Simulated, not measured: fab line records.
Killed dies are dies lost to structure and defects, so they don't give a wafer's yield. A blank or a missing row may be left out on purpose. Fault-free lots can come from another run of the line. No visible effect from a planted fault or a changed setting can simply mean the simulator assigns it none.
fab line records	flow nand_harc
record: lots: 11	wafers: 33	last_day: 32
route steps=1302 shown A_CHANNEL_HOLE_D1@477 A_CHANNEL_FILL_D1@492 END@1302
lots with no fault: from the same line, run without faults
start_h: the number of hours between the record's first day and the start of the first shown wafer of the lot	wait_h: how many hours have passed since the lot's step before this one	" the same as in the row above	L1.1+2: several wafers, shown together as one row	- value missing, or start not given	* or withheld: withheld	< > ~ a bound
route shown NAME@n: a module of which the file shows steps, and the number in the route of the first	usual: the fault-free wafers' mean and standard deviation	same: alike in all rows	chamber/n: place in a boat	sites: per-site readings	_std_site: how widely they spread, as a standard deviation	_edge_site: the outer-site mean with the inner-site mean subtracted	radius_mm: for every site, how far away it sits from the centre of the wafer	mask NAME#n: copy n	behind: the last tool/chamber to shape the wafer	hold: the reason the lot was held/the length of the hold in hours/how it ended	device: whichever transistor did not switch (one of n, p or np)	end of line: at the end of the route, the tests of the same wafers	for a step that has no rows: nothing shown but its recipe	killed: the dies lost at the first sort to structure and to defects; this is not the yield of the wafer	map: a wafer's dies, marking killed ones x, the rest . and places with no die _
set.NAME: the setting the step ran with; set.NAME@STEP: the setting that earlier step ran with	model.NAME: the simulator's own value behind a step, which no gauge read
steps of the route over a sample of lots; a table a step, a row a wafer
services: a tool's chamber out of use, with start hour (start_h, from the record's first day; less than 0 if before it), hours out, and reason
== steps ==
step: NHARC_A_CHANNEL_HOLE_D1_ETCH_25
recipe: bias_v: 5000	source_w: withheld	pressure_mtorr: 20	time_s: 1040.2	ar_flow_sccm: 375	c4f8_flow_sccm: 93.8	o2_flow_sccm: 31.2	temp_c: -20	target_depth_a: 15000	chemistry: C4F8/O2/Ar
usual: drypump_motor_current_A: 6.1/0.45	showerhead_plenum_p_Torr: 3.60/0.11	throttle_valve_pct: 32.235/0.0085
same: time_s: 1040.2
lot.wafer	tool	chamber	start_h	wait_h	drypump_motor_current_A	rf_hours_counter_h	showerhead_plenum_p_Torr	throttle_valve_pct
L800.2	har_etch-01	0	187.54	0.6	6.6	91	3.54	32.235
L800.4	"	0	"	"	6.5	-	3.54	32.239
L800.3	"	1	"	"	6.4	-	3.73	32.231
L802.2	har_etch-02	1	201.58	0.7	5.7	305	3.53	32.229
L802.3	"	1	"	"	5.7	-	3.53	32.232
L802.6	"	1	"	"	5.7	-	3.53	32.244
L804.4	har_etch-01	1	218.63	0.7	6.4	-	3.72	32.234
L804.3	"	0	"	"	6.5	-	3.53	32.237
L804.6	"	0	"	"	6.5	-	3.53	32.230
L803.2	har_etch-02	1	222.54	0.6	5.6	312	3.52	32.231
L803.3	"	1	"	"	5.6	-	3.52	32.237
L803.4	"	0	"	"	5.5	-	3.66	32.240
L811.3	har_etch-01	1	293.96	0.7	6.4	-	3.69	32.237
L811.6	"	0	"	"	6.5	-	3.51	32.233
L811.5	"	1	"	"	6.4	-	3.69	32.233
L817.4	har_etch-01	0	367.07	0.7	6.5	-	3.49	32.252
L817.3	"	1	"	"	6.4	-	3.67	32.229
L817.5	"	1	"	"	6.4	-	3.67	32.226
L818.1	har_etch-02	1	369.54	0.7	5.7	396	3.48	32.221
L818.3	"	1	"	"	5.7	-	3.48	32.238
L818.5	"	0	"	"	5.5	-	3.62	32.224
L819.2	har_etch-01	1	382.22	0.7	6.4	206	3.66	32.247
L819.3	"	1	"	"	6.4	-	3.66	32.241
L819.6	"	0	"	"	6.5	-	3.48	32.237
L820.1	har_etch-01	1	395.27	0.7	6.4	217	3.66	32.241
L820.4	"	1	"	"	6.4	-	3.66	32.227
L820.3	"	0	"	"	6.5	-	3.47	32.241
L822.3	har_etch-02	0	401.58	0.7	5.5	-	3.62	32.231
L822.5	"	1	"	"	5.7	-	3.92	32.231
L822.6	"	0	"	"	5.5	-	3.62	32.235
L821.2	har_etch-01	1	403.23	0.6	6.4	225	3.65	32.259
L821.3	"	0	"	"	6.5	-	3.47	32.239
L821.5	"	0	"	"	6.6	-	3.47	32.222
step: NHARC_A_CHANNEL_HOLE_D1_STRIP_27
recipe: o2_flow_sccm: 500	ar_flow_sccm: 0	bias_w: 0	chemistry: O2
usual: drypump_motor_current_A: 5.9/0.38	oes_product_au: 1.006/0.011	rf_vpp_V: 57.4/0.84	showerhead_plenum_p_Torr: 3.40/0.097	throttle_valve_pct: 17.036/0.0087
lot.wafer	tool	chamber	start_h	wait_h	drypump_motor_current_A	oes_product_au	rf_hours_counter_h	rf_vpp_V	showerhead_plenum_p_Torr	throttle_valve_pct
L800.3	rie_diel-10	1	189.54	-	6.4	1.011	9	57.5	3.43	17.024
L800.4	"	2	"	"	5.9	1.013	9	55.9	3.37	17.028
L800.2	"	3	"	"	5.4	1.016	9	56.5	3.33	17.040
L802.3	rie_diel-01	1	203.46	-	5.3	0.981	51	56.5	3.29	17.036
L802.2	"	2	"	"	6.7	0.990	55	56.9	3.78	17.032
L802.6	"	3	"	"	5.7	1.003	-	57.1	3.53	17.030
L804.3	rie_diel-06	1	220.43	-	6.0	0.987	28	56.7	3.32	17.026
L804.4	"	3	"	"	5.8	1.012	26	56.4	3.33	17.055
L804.6	"	1	"	"	6.0	1.005	-	57.3	3.32	17.028
L803.2	rie_diel-10	3	224.52	-	5.4	1.017	13	58.3	3.33	17.048
L803.4	"	0	"	"	5.8	1.005	13	56.9	3.41	17.022
L803.3	"	1	"	"	6.4	1.030	12	58.1	3.43	17.027
L811.3	rie_diel-10	2	295.57	-	5.9	1.002	4	57.3	3.36	17.032
L811.5	"	1	"	"	6.4	1.018	-	57.6	3.43	17.016
L811.6	"	2	"	"	5.9	1.001	-	58.1	3.36	17.033
L817.3	rie_diel-10	2	368.70	-	5.9	1.000	11	58.2	3.36	17.031
L817.4	"	3	"	"	5.4	1.004	10	57.2	3.33	17.031
L817.5	"	3	"	"	5.4	1.018	-	57.0	3.33	17.040
L818.3	rie_diel-10	3	371.45	-	5.4	1.004	10	58.7	3.33	17.039
L818.1	"	0	"	"	5.8	0.994	10	56.5	3.40	17.026
L818.5	"	2	"	"	5.9	0.990	-	56.9	3.36	17.038
L819.2	rie_diel-10	2	384.02	-	5.9	0.993	12	57.4	3.36	17.038
L819.3	"	0	"	"	5.8	0.992	10	57.9	3.40	17.024
L819.6	"	2	"	"	5.9	0.987	-	56.9	3.36	17.049
L820.4	rie_diel-10	3	397.36	-	5.4	1.005	12	57.4	3.33	17.030
L820.1	"	1	"	"	6.4	1.014	13	58.4	3.42	17.048
L820.3	"	2	"	"	5.9	1.003	14	56.9	3.36	17.049
L822.3	rie_diel-10	1	403.12	-	6.4	1.027	14	58.2	3.42	17.025
L822.5	"	0	"	"	5.8	0.990	-	58.1	3.40	17.047
L822.6	"	1	"	"	6.4	1.021	-	57.0	3.42	17.043
L821.2	rie_diel-10	2	405.16	-	5.9	1.000	15	55.8	3.35	17.036
L821.3	"	1	"	"	6.4	1.012	14	57.2	3.42	17.051
L821.5	"	2	"	"	5.9	1.010	-	55.7	3.36	17.035
step: NHARC_A_CHANNEL_HOLE_D1_XSEM_31
recipe: landing_energy_ev: 35000
usual: bot_cd_nm: 73.8/1.9	bow_nm: 8.69/0.25	tilt_deg: 0.09/0.047
lot.wafer	tool	chamber	start_h	wait_h	bot_cd_nm	bow_nm	tilt_deg
L800.2	xsem-01	0	190.28	0.1	72.9	8.89	0.00
L800.3	"	0	"	"	74.5	8.90	0.00
L800.4	"	0	"	"	75.2	8.75	0.00
L802.2	xsem-01	0	204.14	0.1	75.5	8.58	0.07
L802.3	"	0	"	"	76.6	8.57	0.07
L802.6	"	0	"	"	79.7	8.53	0.07
L804.3	xsem-01	0	221.22	0.1	74.4	8.66	0.20
L804.4	"	0	"	"	75.8	8.71	0.20
L804.6	"	0	"	"	73.3	8.64	0.20
L803.2	xsem-02	0	225.27	0.1	74.7	8.84	0.08
L803.3	"	0	"	"	75.7	8.83	0.08
L803.4	"	0	"	"	74.7	8.79	0.08
L811.3	xsem-01	0	296.40	0.1	71.5	8.48	0.08
L811.5	"	0	"	"	72.8	8.60	0.08
L811.6	"	0	"	"	72.4	8.54	0.08
L817.3	xsem-01	0	369.49	0.1	71.0	8.51	0.09
L817.4	"	0	"	"	73.8	8.47	0.09
L817.5	"	0	"	"	70.7	8.51	0.09
L818.1	xsem-02	0	372.14	0.1	75.1	9.00	0.13
L818.3	"	0	"	"	72.3	8.94	0.13
L818.5	"	0	"	"	73.2	9.05	0.13
L819.2	xsem-02	0	384.81	0.1	73.5	8.64	0.13
L819.3	"	0	"	"	75.6	8.59	0.12
L819.6	"	0	"	"	72.8	8.55	0.12
L820.1	xsem-01	0	398.13	0.1	71.7	8.39	0.03
L820.3	"	0	"	"	72.5	8.29	0.03
L820.4	"	0	"	"	72.6	8.34	0.03
L822.3	xsem-02	0	403.86	0.1	71.6	8.72	0.04
L822.5	"	0	"	"	74.0	8.84	0.04
L822.6	"	0	"	"	74.2	8.84	0.04
L821.2	xsem-01	0	405.95	0.1	74.4	8.65	0.13
L821.3	"	0	"	"	73.4	8.62	0.13
L821.5	"	0	"	"	72.4	8.63	0.12
step: NHARC_A_CHANNEL_HOLE_D1_INSPECT_40
usual: raw_defect_count: 73/28
lot.wafer	tool	chamber	start_h	wait_h	raw_defect_count
L800.2	defect_inspect-01	-	190.37	-	50
L800.3	"	-	"	"	30
L800.4	"	-	"	"	58
L802.2	defect_inspect-01	-	204.24	-	122
L802.3	"	-	"	"	82
L802.6	"	-	"	"	70
L804.3	defect_inspect-02	-	221.31	-	44
L804.4	"	-	"	"	47
L804.6	"	-	"	"	53
L803.2	defect_inspect-02	-	225.36	-	86
L803.3	"	-	"	"	74
L803.4	"	-	"	"	100
L811.3	defect_inspect-01	-	296.50	-	667
L811.5	"	-	"	"	57
L811.6	"	-	"	"	705
L817.3	defect_inspect-01	-	369.58	-	76
L817.4	"	-	"	"	86
L817.5	"	-	"	"	78
L818.1	defect_inspect-01	-	372.24	-	92
L818.3	"	-	"	"	67
L818.5	"	-	"	"	101
L819.2	defect_inspect-02	-	384.90	-	72
L819.3	"	-	"	"	90
L819.6	"	-	"	"	61
L820.1	defect_inspect-02	-	398.23	-	67
L820.3	"	-	"	"	61
L820.4	"	-	"	"	53
L822.3	defect_inspect-02	-	403.95	-	53
L822.5	"	-	"	"	36
L822.6	"	-	"	"	29
L821.2	defect_inspect-01	-	406.04	-	66
L821.3	"	-	"	"	56
L821.5	"	-	"	"	73
step: NHARC_A_CHANNEL_FILL_D1_ALD_02
recipe: target_thk_a: 60	pulse_time_s: 10	ald_cycles: 60	temp_c: 300	material: SiO2
usual: heater_power_w: 498/39	precursor_pulse_height_rel: 0.999/0.019
same: pulse_time_s: 10
lot.wafer	tool	chamber	start_h	wait_h	heater_power_w	precursor_pulse_height_rel
L800.3	ald_hk-03	0	190.56	-	444	0.991
L800.4	"	1	"	"	547	0.992
L800.2	"	3	"	"	512	0.993
L802.2	ald_hk-01	2	204.58	-	512	1.011
L802.3	"	3	"	"	504	0.983
L802.6	"	0	"	"	441	1.004
L804.4	ald_hk-04	0	224.07	-	511	0.977
L804.3	"	2	"	"	556	1.000
L804.6	"	1	"	"	494	1.042
L803.3	ald_hk-04	2	225.63	-	560	0.981
L803.4	"	3	"	"	486	0.971
L803.2	"	0	"	"	520	1.011
L811.3	ald_hk-03	3	296.90	-	487	1.002
L811.5	"	0	"	"	436	1.018
L811.6	"	1	"	"	539	0.993
L817.4	ald_hk-04	2	369.85	-	571	0.986
L817.3	"	3	"	"	474	1.000
L817.5	"	2	"	"	586	0.998
L818.1	ald_hk-04	0	372.45	-	508	1.005
L818.3	"	1	"	"	486	0.988
L818.5	"	0	"	"	510	1.050
L819.2	ald_hk-01	0	385.21	0.2	439	1.024
L819.3	"	1	"	"	532	0.964
L819.6	"	3	"	"	496	1.007
L820.3	ald_hk-04	1	398.43	-	506	1.002
L820.4	"	3	"	"	487	0.996
L820.1	"	0	"	"	515	1.011
L822.3	ald_hk-01	0	404.22	-	440	0.973
L822.6	"	3	"	"	502	0.997
L822.5	"	0	"	"	445	0.977
L821.3	ald_hk-04	3	406.24	-	485	0.998
L821.2	"	1	"	"	486	1.040
L821.5	"	3	"	"	494	1.028
step: NHARC_END_SORT_01
recipe: temp_c: 25
usual: killed_at_array: 54/12	killed_at_other: 0.7/1.1	killed_at_periphery: 3.9/2.8	killed_dies: 59/13	killed_open: 3.4/2	killed_short: 2.5/1.7
same: gross_dies: 677
lot.wafer	tool	chamber	start_h	wait_h	killed_at_array	killed_at_other	killed_at_periphery	killed_dies	killed_open	killed_short
L811.3	prober-01	0	667.54	3.1	108	0	5	113	3	1
L811.5	prober-01	0	669.15	3.7	56	0	6	62	5	3
L811.6	prober-01	0	669.95	4.0	124	0	2	126	6	5
killed by level:class
L811.3 A_CHANNEL_HOLE_D1:unspecified=68 A_SLIT:chamber_film_flake=27 A_CONTACT:chamber_film_flake=6 P_CONTACT:chamber_film_flake=3 A_CHANNEL_HOLE_D1:chamber_film_flake=2 P_M1:geometric_particle:open=1 A_ONON_D1:geometric_particle:short=1 A_CHANNEL_FILL_D1:geometric_particle:open=1
L811.5 A_SLIT:chamber_film_flake=28 A_CONTACT:chamber_film_flake=7 P_CONTACT:chamber_film_flake=6 A_CHANNEL_HOLE_D1:chamber_film_flake=6 A_CHANNEL_HOLE_D2:chamber_film_flake=5 A_DECK1_JOINT:geometric_particle:open=2 A_DECK1_JOINT:geometric_particle:short=2 A_ONON_D1:geometric_particle:open=1
L811.6 A_CHANNEL_HOLE_D1:unspecified=73 A_SLIT:chamber_film_flake=24 A_CONTACT:chamber_film_flake=7 A_CHANNEL_HOLE_D1:chamber_film_flake=4 A_CHANNEL_FILL_D1:geometric_particle:open=3 A_CHANNEL_HOLE_D2:chamber_film_flake=3 A_STAIRCASE:chamber_film_flake=3 A_CHANNEL_FILL_D1:geometric_particle:short=2
== services ==
tool	chamber	start_h	hours	kind
rie_diel-10	0	172.50	-	clean
rie_diel-10	1	172.50	-	clean
rie_diel-10	2	172.50	-	clean
ald_hk-04	-	179.48	0.9	repair
rie_diel-06	2	188.32	14.7	repair
har_etch-01	-	193.19	1.4	repair
rie_diel-06	-	198.52	1.4	repair
rie_diel-01	-	204.96	9.0	pm
rie_diel-06	0	205.93	4.1	repair
xsem-02	-	207.29	0.6	repair
rie_diel-10	1	210.27	10.1	repair
ald_hk-03	-	214.02	10.0	pm
rie_diel-10	-	242.50	9.0	pm
ald_hk-04	-	260.00	10.0	pm
rie_diel-10	3	264.24	5.9	repair
rie_diel-10	0	275.42	4.9	repair
rie_diel-06	0	286.41	2.5	repair
rie_diel-10	-	292.27	0.9	repair
rie_diel-06	-	307.20	9.0	pm
ald_hk-01	-	344.74	1.0	repair
xsem-01	-	374.00	14.0	pm
har_etch-02	-	377.00	17.0	pm
rie_diel-01	-	382.14	9.0	pm
ald_hk-03	-	392.02	10.0	pm
== key ==
first_sign: step: NHARC_A_CHANNEL_HOLE_D1_INSPECT_40	reading: raw_defect_count	direction: up	sigmas: 22	usual: 73	struck: 686
effect: step: NHARC_END_SORT_01	reading: killed_at_array	direction: up	sigmas: 5	usual: 54	struck: 116
more_kills_born_at: NHARC_A_CHANNEL_HOLE_D1_STRIP_27@rie_diel-10: 141
met_at NHARC_A_CHANNEL_HOLE_D1_STRIP_27
struck_lots L811
struck_wafers L811.3,L811.6
tester_left_out L811
not_acting_at NHARC_A_CHANNEL_HOLE_D1_ETCH_25,NHARC_A_CHANNEL_HOLE_D1_XSEM_31,NHARC_A_CHANNEL_FILL_D1_ALD_02
onset_between 189.54 295.57
fault: kind: chamber_particle_source	tool: rie_diel-10	chamber: 2	onset_h: 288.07	steps: NHARC_A_CHANNEL_HOLE_D1_STRIP_27	rate_per_visit_cm2: 0.9864	end_h: 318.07
tester_left_out: of these lots the tester's yield and bins aren't shown, on N5 and GAA mostly nor the transistor test; their killed dies are dies lost to structure and defects alone, not to doping, threshold or leakage, so they don't give the yield
